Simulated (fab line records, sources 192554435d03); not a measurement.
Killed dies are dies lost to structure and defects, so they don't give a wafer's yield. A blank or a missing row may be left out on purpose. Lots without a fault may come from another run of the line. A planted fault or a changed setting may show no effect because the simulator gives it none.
A struck lot beside a sound one | flow n5_finfet | 32 steps out of a route of 1938
Sound: wafers L363.2, L363.5, L363.6. Struck: wafer L370.6. (L370.4 of the same lot was not struck and is left out.) The cause comes at the end.
At each step with rows: each side's tool, then ch and its chambers, then its first start. Under that, the readings that differ: sound wafers | struck wafers | difference of the means | sigmas: that difference in standard deviations of wafers without a fault.
alike: readings whose means differ by less than 2 such deviations, and words and numbers that are the same on both sides. not compared: withheld readings, readings that some wafer has no value for, bounds like >300 that may hide the same value, and numbers for which the record gives no deviation and whose values overlap.
The two part at a step that has a row with sigmas, a row that says differs or no value, or rows on one side only. Numbers that don't overlap but have no deviation are shown without sigmas and don't part them. A reading that every wafer of one side lacks parts them only if that side has two wafers or more.

first, 9 steps without rows for these wafers: N5_BEOL_M5_PEB_09 (peb time 60 s); N5_BEOL_M5_DEVELOP_10 (develop time 30 s); N5_BEOL_M5_DESCUM_16 (chemistry O2, time 7 s); N5_BEOL_M5_ETCH_72 (etches underlayer in N2/H2, target depth 6.5 nm, time 5.2 s); N5_BEOL_M5_ETCH_61 (etches SiARC in CF4, target depth 15.6 nm, time 26 s); N5_BEOL_M5_ETCH_62 (etches SOC in N2/H2, target depth 75 nm, overetch 15 nm, time 112.5 s); N5_BEOL_M5_STRIP_63 (strips in N2/H2); N5_BEOL_M5_STRIP_73 (strips in N2/H2); N5_BEOL_M5_STRIP_64 (strips in CF4).
N5_BEOL_M5_HM_OPEN_17: chemistry Cl2/BCl3, target TiN, target depth 20 nm, overetch 6 nm.
  sound on rie_metal-03 ch 0,1, day 8 21:31; struck on rie_metal-03 ch 0, day 10 13:36
  reading                                  | sound          | struck | difference | sigmas
  model.SOC_of_BEOL_M5_COAT_59.thk_nm (nm) | 52.4 52.2 52.2 | 49     | -3         |
  alike: drypump_motor_current_A, oes_product_au, throttle_valve_pct
  not compared: rf_hours_counter_h
then, 11 steps without rows for these wafers: N5_BEOL_M5_STRIP_19 (strips in O2); N5_BEOL_M5_COAT_65 (time 60 s, resist thk 60 nm); N5_BEOL_M5_COAT_66 (time 60 s, resist thk 12 nm); N5_BEOL_M5_COAT_74 (time 60 s, resist thk 5 nm); N5_BEOL_M5_COAT_22 (resist thk 30 nm); N5_BEOL_M5_EBR_24; N5_BEOL_M5_SOFTBAKE_23 (time 60 s); N5_BEOL_M5_EXPOSE_25 (exposes mask V4, defocus 10 nm); N5_BEOL_M5_PEB_26 (peb time 60 s); N5_BEOL_M5_DEVELOP_27 (develop time 30 s); N5_BEOL_M5_DESCUM_33 (chemistry O2, time 7 s).
N5_BEOL_M5_ETCH_75: etches underlayer in N2/H2, target depth 6.5 nm, time 5.2 s.
  sound on rie_diel-04 ch 1,2, day 8 22:50; struck on rie_diel-04 ch 1, day 10 15:40
  alike: drypump_motor_current_A, etch_rf_on_time_s, oes_product_au, rf_vpp_V, showerhead_plenum_p_Torr, throttle_valve_pct
  not compared: rf_hours_counter_h, model.BEOL_M5.cd_nm
then, 8 steps without rows for these wafers: N5_BEOL_M5_ETCH_67 (etches SiARC in CF4, target depth 15.6 nm, time 26 s); N5_BEOL_M5_ETCH_68 (etches SOC in N2/H2, target depth 80 nm, overetch 16 nm, time 120 s); N5_BEOL_M5_STRIP_69 (strips in N2/H2); N5_BEOL_M5_STRIP_76 (strips in N2/H2); N5_BEOL_M5_VIA_ETCH_34 (etches SiCOH lowk in C4F6/O2, target depth 88.3 nm, time 39.2 s); N5_BEOL_M5_STRIP_85 (strips in C4F6/O2); N5_BEOL_M5_STRIP_36 (strips in N2/H2); N5_BEOL_M5_TRENCH_ETCH_37 (etches SiCOH lowk in C4F6/O2, target depth 71.652 nm, time 24.7 s).
N5_BEOL_M5_ETCH_41: etches SiCN in CH3F/O2, target depth 31.5 nm, time 56.7 s.
  sound on rie_diel-04 ch 1,2; struck on rie_diel-04 ch 1
  alike: O2_flow_sccm, drypump_motor_current_A, oes_product_au, rf_vpp_V, showerhead_plenum_p_Torr, throttle_valve_pct
  not compared: rf_hours_counter_h, model.BEOL_M5.cd_nm
then, 1 step without rows for these wafers: N5_BEOL_M5_STRIP_91 (strips in N2/H2, time 10 s).

WHERE THEY PART
Nowhere in this record.

WHY: what the simulator had put in
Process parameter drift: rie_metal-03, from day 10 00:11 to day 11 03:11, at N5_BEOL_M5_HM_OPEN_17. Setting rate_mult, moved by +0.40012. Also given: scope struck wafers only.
